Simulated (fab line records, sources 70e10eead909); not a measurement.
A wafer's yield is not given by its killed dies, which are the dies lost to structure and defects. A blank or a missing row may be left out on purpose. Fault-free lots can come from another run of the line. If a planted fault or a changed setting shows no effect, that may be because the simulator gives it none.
Check of tool commonality :: flow nandHarc :: Lots sampled 12, wafers sampled 36

## WHY THIS WAS OPENED
On 2 of the 12 lots, a flag is raised at NHARC_A_CONTACT_CD_MEAS_69 on the reading cdNm. Wafers without a fault read 299.7 nm, standard deviation 0.68.
Rule: a lot gets a flag if all its wafers with a number sit over 4 standard deviations from that mean, or if no wafer of it has a number. The rest of the lots are taken to be sound.

lot: L207
measured: day 22 12:25
on: cdSem-01
cdNm (nm), wafer by wafer: 299.5 299.2 299.6
flag: 

lot: L209
measured: day 22 13:59
on: cdSem-02
cdNm (nm), wafer by wafer: 298.9 298.8 299.6
flag: 

lot: L211
measured: day 22 21:06
on: cdSem-02
cdNm (nm), wafer by wafer: 300.1 299.9 299.5
flag: 

lot: L212
measured: day 24 12:15
on: cdSem-03
cdNm (nm), wafer by wafer: 299.7 299.9 299.9
flag: 

lot: L217
measured: day 26 00:44
on: cdSem-02
cdNm (nm), wafer by wafer: 299.1 299.3 298.1
flag: 

lot: L215
measured: day 26 00:53
on: cdSem-01
cdNm (nm), wafer by wafer: 300.9 300.9 301.3
flag: 

lot: L216
measured: day 26 03:11
on: cdSem-01
cdNm (nm), wafer by wafer: 300.3 299.6 299.2
flag: 

lot: L219
measured: day 26 22:58
on: cdSem-01
cdNm (nm), wafer by wafer: 298.5 299.9 298.9
flag: 

lot: L220
measured: day 27 11:56
on: cdSem-03
cdNm (nm), wafer by wafer: 300.0 300.6 300.3
flag: 

lot: L221
measured: day 28 05:20
on: cdSem-01
cdNm (nm), wafer by wafer: 295.5 296.0 296.3
flag: FLAGGED

lot: L226
measured: day 30 10:49
on: cdSem-02
cdNm (nm), wafer by wafer: 300.8 301.0 299.8
flag: 

lot: L229
measured: day 31 07:05
on: cdSem-01
cdNm (nm), wafer by wafer: 296.5 296.0 296.1
flag: FLAGGED
On average the flagged lots' numbers are 296.1 nm, which is -3.6 nm against the usual, or -5 standard deviations.

## TOOL THAT RAN EACH LOT
The record holds 4 process steps before the reading, out of a route of 1302 steps. Cell contents, in order: the tool; ch with the chambers the sampled wafers went through; the start.
lot: L207
flag: 
NHARC_A_CONTACT_ETCH_118: harCapEtch-02 ch 0,1, day 22 04:27
NHARC_A_CONTACT_ETCH_119: harCapEtch-02 ch 0,1, day 22 04:37
NHARC_A_CONTACT_ETCH_96: rieDiel-13 ch 1,2,3, day 22 12:17 or earlier
NHARC_A_CONTACT_EXPOSE_66: arfiScanner-03 ch 0, day 22 12:17

lot: L209
flag: 
NHARC_A_CONTACT_ETCH_118: harCapEtch-03 ch 0,1, day 22 05:32
NHARC_A_CONTACT_ETCH_119: harCapEtch-03 ch 0,1, day 22 05:43
NHARC_A_CONTACT_ETCH_96: rieDiel-13 ch 0,3, day 22 13:50 or earlier
NHARC_A_CONTACT_EXPOSE_66: arfiScanner-01 ch 0, day 22 13:50

lot: L211
flag: 
NHARC_A_CONTACT_ETCH_118: harCapEtch-02 ch 0,1, day 22 14:02
NHARC_A_CONTACT_ETCH_119: harCapEtch-02 ch 0,1, day 22 14:12
NHARC_A_CONTACT_ETCH_96: rieDiel-05 ch 0,2, day 22 16:01
NHARC_A_CONTACT_EXPOSE_66: arfiScanner-01 ch 0, day 22 20:58

lot: L212
flag: 
NHARC_A_CONTACT_ETCH_118: harCapEtch-03 ch 0,1, day 24 05:16
NHARC_A_CONTACT_ETCH_119: harCapEtch-03 ch 0,1, day 24 05:26
NHARC_A_CONTACT_ETCH_96: rieDiel-03 ch 1,2,3, day 24 12:07 or earlier
NHARC_A_CONTACT_EXPOSE_66: arfiScanner-02 ch 0, day 24 12:07

lot: L217
flag: 
NHARC_A_CONTACT_ETCH_118: harCapEtch-03 ch 0,1, day 25 16:32
NHARC_A_CONTACT_ETCH_119: harCapEtch-03 ch 0,1, day 25 16:42
NHARC_A_CONTACT_ETCH_96: rieDiel-03 ch 0,1, day 26 00:36 or earlier
NHARC_A_CONTACT_EXPOSE_66: arfiScanner-03 ch 0, day 26 00:36

lot: L215
flag: 
NHARC_A_CONTACT_ETCH_118: harCapEtch-01 ch 0,1, day 25 17:41
NHARC_A_CONTACT_ETCH_119: harCapEtch-01 ch 0,1, day 25 17:51
NHARC_A_CONTACT_ETCH_96: rieDiel-05 ch 0,1,2, day 26 00:45 or earlier
NHARC_A_CONTACT_EXPOSE_66: arfiScanner-02 ch 0, day 26 00:45

lot: L216
flag: 
NHARC_A_CONTACT_ETCH_118: harCapEtch-02 ch 0,1, day 25 18:34
NHARC_A_CONTACT_ETCH_119: harCapEtch-02 ch 0,1, day 25 18:44
NHARC_A_CONTACT_ETCH_96: rieDiel-03 ch 0,1,2, day 26 03:02 or earlier
NHARC_A_CONTACT_EXPOSE_66: arfiScanner-03 ch 0, day 26 03:02

lot: L219
flag: 
NHARC_A_CONTACT_ETCH_118: harCapEtch-02 ch 0,1, day 26 14:46
NHARC_A_CONTACT_ETCH_119: harCapEtch-02 ch 0,1, day 26 14:56
NHARC_A_CONTACT_ETCH_96: rieDiel-13 ch 0,2, day 26 22:49 or earlier
NHARC_A_CONTACT_EXPOSE_66: arfiScanner-01 ch 0, day 26 22:49

lot: L220
flag: 
NHARC_A_CONTACT_ETCH_118: harCapEtch-02 ch 0, day 27 04:27
NHARC_A_CONTACT_ETCH_119: harCapEtch-02 ch 0, day 27 04:37
NHARC_A_CONTACT_ETCH_96: rieDiel-03 ch 1,2,3, day 27 11:49 or earlier
NHARC_A_CONTACT_EXPOSE_66: arfiScanner-02 ch 0, day 27 11:49

lot: L221
flag: FLAGGED
NHARC_A_CONTACT_ETCH_118: harCapEtch-01 ch 0,1, day 27 20:37
NHARC_A_CONTACT_ETCH_119: harCapEtch-01 ch 0,1, day 27 20:47
NHARC_A_CONTACT_ETCH_96: rieDiel-05 ch 0,2, day 28 05:12 or earlier
NHARC_A_CONTACT_EXPOSE_66: arfiScanner-02 ch 0, day 28 05:12

lot: L226
flag: 
NHARC_A_CONTACT_ETCH_118: harCapEtch-03 ch 0,1, day 30 01:26
NHARC_A_CONTACT_ETCH_119: harCapEtch-03 ch 0,1, day 30 01:37
NHARC_A_CONTACT_ETCH_96: rieDiel-03 ch 0,1,3, day 30 10:41 or earlier
NHARC_A_CONTACT_EXPOSE_66: arfiScanner-01 ch 0, day 30 10:41

lot: L229
flag: FLAGGED
NHARC_A_CONTACT_ETCH_118: harCapEtch-01 ch 0,1, day 31 00:03
NHARC_A_CONTACT_ETCH_119: harCapEtch-01 ch 0,1, day 31 00:13
NHARC_A_CONTACT_ETCH_96: rieDiel-03 ch 0,1,3, day 31 02:02
NHARC_A_CONTACT_EXPOSE_66: arfiScanner-02 ch 0, day 31 06:57
What the steps here do:
- NHARC_A_CONTACT_ETCH_118: etches the open film in C4F8/O2/Ar, time 190 s, target depth 1850 nm.
- NHARC_A_CONTACT_ETCH_119: etches the open film in C4F8/O2/Ar, time 190 s, target depth 1850 nm.
- NHARC_A_CONTACT_ETCH_96: etches the open film in C4F6/O2, target depth 20 nm, time 10 s.
- NHARC_A_CONTACT_EXPOSE_66: exposes mask A CC 2.
- NHARC_A_CONTACT_CD_MEAS_69: target cd 300 nm.

## FLAGGED OVER TOTAL, TOOL BY TOOL (the gauges that took the reading come last)
step: NHARC_A_CONTACT_ETCH_118
tool: harCapEtch-01
lots run: 3
flagged: 2
share of the flagged lots: all
sound lots run after its first flagged lot: 0

step: NHARC_A_CONTACT_ETCH_118
tool: harCapEtch-02
lots run: 5
flagged: 0
share of the flagged lots: none
sound lots run after its first flagged lot: -

step: NHARC_A_CONTACT_ETCH_118
tool: harCapEtch-03
lots run: 4
flagged: 0
share of the flagged lots: none
sound lots run after its first flagged lot: -

step: NHARC_A_CONTACT_ETCH_119
tool: harCapEtch-01
lots run: 3
flagged: 2
share of the flagged lots: all
sound lots run after its first flagged lot: 0

step: NHARC_A_CONTACT_ETCH_119
tool: harCapEtch-02
lots run: 5
flagged: 0
share of the flagged lots: none
sound lots run after its first flagged lot: -

step: NHARC_A_CONTACT_ETCH_119
tool: harCapEtch-03
lots run: 4
flagged: 0
share of the flagged lots: none
sound lots run after its first flagged lot: -

step: NHARC_A_CONTACT_ETCH_96
tool: rieDiel-03
lots run: 6
flagged: 1
share of the flagged lots: some
sound lots run after its first flagged lot: 0

step: NHARC_A_CONTACT_ETCH_96
tool: rieDiel-05
lots run: 3
flagged: 1
share of the flagged lots: some
sound lots run after its first flagged lot: 0

step: NHARC_A_CONTACT_ETCH_96
tool: rieDiel-13
lots run: 3
flagged: 0
share of the flagged lots: none
sound lots run after its first flagged lot: -

step: NHARC_A_CONTACT_EXPOSE_66
tool: arfiScanner-01
lots run: 4
flagged: 0
share of the flagged lots: none
sound lots run after its first flagged lot: -

step: NHARC_A_CONTACT_EXPOSE_66
tool: arfiScanner-02
lots run: 5
flagged: 2
share of the flagged lots: all
sound lots run after its first flagged lot: 0

step: NHARC_A_CONTACT_EXPOSE_66
tool: arfiScanner-03
lots run: 3
flagged: 0
share of the flagged lots: none
sound lots run after its first flagged lot: -

step: NHARC_A_CONTACT_CD_MEAS_69
tool: cdSem-01
lots run: 6
flagged: 2
share of the flagged lots: all
sound lots run after its first flagged lot: 0

step: NHARC_A_CONTACT_CD_MEAS_69
tool: cdSem-02
lots run: 4
flagged: 0
share of the flagged lots: none
sound lots run after its first flagged lot: -

step: NHARC_A_CONTACT_CD_MEAS_69
tool: cdSem-03
lots run: 2
flagged: 0
share of the flagged lots: none
sound lots run after its first flagged lot: -
NHARC_A_CONTACT_ETCH_96: start missing for some lots; hours and lot order therefore follow NHARC_A_CONTACT_EXPOSE_66.

## WHAT IS ALLOWED BY THE TABLE
4 rows of the table ran every flagged lot: harCapEtch-01 at NHARC_A_CONTACT_ETCH_118, harCapEtch-01 at NHARC_A_CONTACT_ETCH_119, arfiScanner-02 at NHARC_A_CONTACT_EXPOSE_66, cdSem-01 at NHARC_A_CONTACT_CD_MEAS_69.
- harCapEtch-01 at NHARC_A_CONTACT_ETCH_118 ran 3 lots, 2 of them flagged. Last sound lot L215 at day 25 17:41, first flagged lot L221 at day 27 20:37; a fault beginning in between fits.
- harCapEtch-01 at NHARC_A_CONTACT_ETCH_119 ran 3 lots, 2 of them flagged. Last sound lot L215 at day 25 17:51, first flagged lot L221 at day 27 20:47; a fault beginning in between fits.
- arfiScanner-02 at NHARC_A_CONTACT_EXPOSE_66 ran 5 lots, 2 of them flagged. Last sound lot L220 at day 27 11:49, first flagged lot L221 at day 28 05:12; a fault beginning in between fits. Its own readings (exposureDoseMJCm2) fall more than 4 standard deviations out on all wafers of the flagged lots.
- cdSem-01 at NHARC_A_CONTACT_CD_MEAS_69 ran 6 lots, 2 of them flagged. Last sound lot L219 at day 26 22:58, first flagged lot L221 at day 28 05:20; a fault beginning in between fits.
Because each of these 3 tools fits a fault that began at some hour, counting lots does not separate them. More lots, or a look at what each step does to the wafer, might.

## WHAT HAD BEEN PUT IN BY THE SIMULATOR
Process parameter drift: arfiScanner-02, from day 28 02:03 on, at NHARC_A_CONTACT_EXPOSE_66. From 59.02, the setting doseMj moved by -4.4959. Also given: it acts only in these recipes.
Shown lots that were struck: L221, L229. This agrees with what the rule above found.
